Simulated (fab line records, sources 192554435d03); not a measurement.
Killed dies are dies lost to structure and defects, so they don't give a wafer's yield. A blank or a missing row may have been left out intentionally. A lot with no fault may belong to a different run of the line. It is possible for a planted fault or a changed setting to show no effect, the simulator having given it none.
Chamber matching :: flow n5Finfet :: N5_BEOL_M8_VIA_ETCH_34 on rieDiel-04 has 4 sister chambers
The step etches SiCOH lowk in C4F6/O2, target depth 125.5 nm, time 50.5 s. 8 wafers are shown with their chamber, then 12 later ones without.

== WAFERS, EACH WITH ITS CHAMBER ==
wafer: L079.6
chamber: 3
drypumpMotorCurrentA (A): 5.5
throttleValvePct (%): 20.95

wafer: L081.5
chamber: 1
drypumpMotorCurrentA (A): 5.5
throttleValvePct (%): 21.00

wafer: L084.1
chamber: 1
drypumpMotorCurrentA (A): 5.5
throttleValvePct (%): 21.03

wafer: L084.2
chamber: 2
drypumpMotorCurrentA (A): 5.2
throttleValvePct (%): 20.71

wafer: L084.3
chamber: 3
drypumpMotorCurrentA (A): 5.5
throttleValvePct (%): 20.98

wafer: L088.1
chamber: 2
drypumpMotorCurrentA (A): 5.1
throttleValvePct (%): 20.73

wafer: L088.3
chamber: 0
drypumpMotorCurrentA (A): 6.3
throttleValvePct (%): 20.48

wafer: L088.4
chamber: 0
drypumpMotorCurrentA (A): 6.3
throttleValvePct (%): 20.52

== WAFERS MISSING THEIR CHAMBER ==
wafer: L091.2
drypumpMotorCurrentA (A): 5.1
throttleValvePct (%): 20.74

wafer: L091.5
drypumpMotorCurrentA (A): 5.2
throttleValvePct (%): 20.73

wafer: L091.6
drypumpMotorCurrentA (A): 5.5
throttleValvePct (%): 20.99

wafer: L092.1
drypumpMotorCurrentA (A): 6.2
throttleValvePct (%): 20.51

wafer: L092.4
drypumpMotorCurrentA (A): 5.5
throttleValvePct (%): 21.01

wafer: L092.6
drypumpMotorCurrentA (A): 5.1
throttleValvePct (%): 20.73

wafer: L094.1
drypumpMotorCurrentA (A): 6.3
throttleValvePct (%): 20.53

wafer: L094.2
drypumpMotorCurrentA (A): 5.5
throttleValvePct (%): 21.01

wafer: L094.6
drypumpMotorCurrentA (A): 5.5
throttleValvePct (%): 21.00

wafer: L097.1
drypumpMotorCurrentA (A): 5.2
throttleValvePct (%): 20.72

wafer: L097.2
drypumpMotorCurrentA (A): 5.5
throttleValvePct (%): 21.01

wafer: L097.5
drypumpMotorCurrentA (A): 5.1
throttleValvePct (%): 20.75

== WHICH CHAMBER EACH ONE RAN IN ==
wafer: L091.2
from the rows above: 2
in truth: 2

wafer: L091.5
from the rows above: 2
in truth: 2

wafer: L091.6
from the rows above: can't be placed: 3 or 1
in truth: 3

wafer: L092.1
from the rows above: 0
in truth: 0

wafer: L092.4
from the rows above: can't be placed: 1 or 3
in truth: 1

wafer: L092.6
from the rows above: 2
in truth: 2

wafer: L094.1
from the rows above: 0
in truth: 0

wafer: L094.2
from the rows above: can't be placed: 1 or 3
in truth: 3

wafer: L094.6
from the rows above: can't be placed: 1 or 3
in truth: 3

wafer: L097.1
from the rows above: 2
in truth: 2

wafer: L097.2
from the rows above: can't be placed: 1 or 3
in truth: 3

wafer: L097.5
from the rows above: 2
in truth: 2
Correctly placed: 7 of 12. Not placeable from these rows: 5 (in 5, the candidates include the true chamber). 0 placed wrongly.
How it was worked out, from the rows above alone: a wafer's distance from a chamber is the root of the sum, over the readings, of the square of ((its reading less the chamber's mean) divided by the reading's scatter). If the next closest chamber is less than 2 further off than the closest, the wafer can't be placed; otherwise it belongs to the closest. For every chamber, the mean is computed from those of its wafers that are shown. The scatter is the square root of a quotient: the sum, over the shown wafers, of each reading's squared deviation from its chamber's mean, divided by wafers minus chambers.
